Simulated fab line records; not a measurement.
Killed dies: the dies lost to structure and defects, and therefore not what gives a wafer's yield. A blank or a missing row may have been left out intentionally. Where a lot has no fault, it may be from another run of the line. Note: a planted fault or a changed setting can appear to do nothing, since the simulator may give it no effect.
A lot that was struck, set against a sound lot ; flow n5_finfet ; 14 steps out of a route of 1938
Sound: the wafers L207.1, L207.4, L207.6. Wafers L212.1, L212.3, L212.4 were the ones struck. The cause is named last.
At each step with rows: each side's tool, then ch and its chambers, then its first start. Under that, the readings that differ: sound wafers ; struck wafers ; difference of the means ; sigmas: that difference in standard deviations of wafers without a fault.
alike: same words and numbers on both sides, and readings whose means sit less than 2 such deviations apart. not compared: any withheld reading, any reading some wafer has no value for, any bound like >300 that may hide the same value, and any number with overlapping values for which the record gives no deviation.
A row with sigmas, a row that says differs or no value, or rows on one side alone: a step with any of these is where the two part. When numbers do not overlap yet have no deviation, they are printed without sigmas and do not part them. Lack of a reading on every wafer of one side parts them only where that side has two or more wafers.

first, 3 steps without rows for these wafers: N5_DUMMY_REMOVAL_PRECLEAN_04 (cleans in DHF, time 37 s); N5_DUMMY_REMOVAL_SRD_05 (time 30 s); N5_HKMG_FIN_IL_REGROW_00 (material SiO2, chemistry O3, target thk 0.75 nm, time 30 s).
N5_HKMG_FIN_HK_ALD_01: deposits HfO2, target thk 1.6 nm, pulse time 3 s, purge time 3 s.
  sound on ald_hk-01 ch 0,1,3, day 6 09:30; struck on ald_hk-03 ch 0,1,2, day 7 12:38
  alike: precursor_pulse_height_rel
N5_HKMG_FIN_HK_ANNEAL_02: time 30 s.
  sound on rtp_anneal-01 ch 0, day 6 09:52; struck on rtp_anneal-01 ch 0, day 7 12:50
  alike: lamp_power_pct, lamp_zone_2_pct, wafer_temp_C_max
N5_HKMG_FIN_ALD_74: deposits La2O3, target thk 0.5 nm, pulse time 6 s, co reactant pulse time 1 s.
  sound on ald_hk-03 ch 0,1,3, day 6 10:05; struck on ald_hk-02 ch 0,2,3, day 7 13:02
  alike: heater_power_w, precursor_pulse_height_rel
N5_HKMG_FIN_ALD_75: deposits Al2O3, target thk 1 nm, co reactant pulse time 1 s.
  sound on ald_hk-03 ch 0,1,3, day 6 10:09; struck on ald_hk-02 ch 0,2,3, day 7 13:07
  alike: heater_power_w, precursor_pulse_height_rel
then, 5 steps without rows for these wafers: N5_HKMG_FIN_COAT_41 (time 60 s, resist thk 300 nm); N5_HKMG_FIN_COAT_42 (time 60 s, resist thk 35 nm); N5_HKMG_FIN_COAT_43 (resist thk 90 nm); N5_HKMG_FIN_EBR_45; N5_HKMG_FIN_SOFTBAKE_44 (time 60 s).
N5_HKMG_FIN_EXPOSE_46: exposes mask NDIPOLE.
  struck on arfi_scanner-01, day 7 13:20; sound on arfi_scanner-01 ch 0, day 6 10:30
  no value came back on the struck wafers for exposure_dose_mJ_cm2, focus_offset_nm (nm); on the sound wafers exposure_dose_mJ_cm2 reads 39.96 39.97 39.97
  alike: mask
then, 1 step without rows for these wafers: N5_HKMG_FIN_PEB_47 (peb time 60 s).

WHERE THEY PART
Only at N5_HKMG_FIN_EXPOSE_46, as far as this record shows.

WHY: whatever the simulator had introduced
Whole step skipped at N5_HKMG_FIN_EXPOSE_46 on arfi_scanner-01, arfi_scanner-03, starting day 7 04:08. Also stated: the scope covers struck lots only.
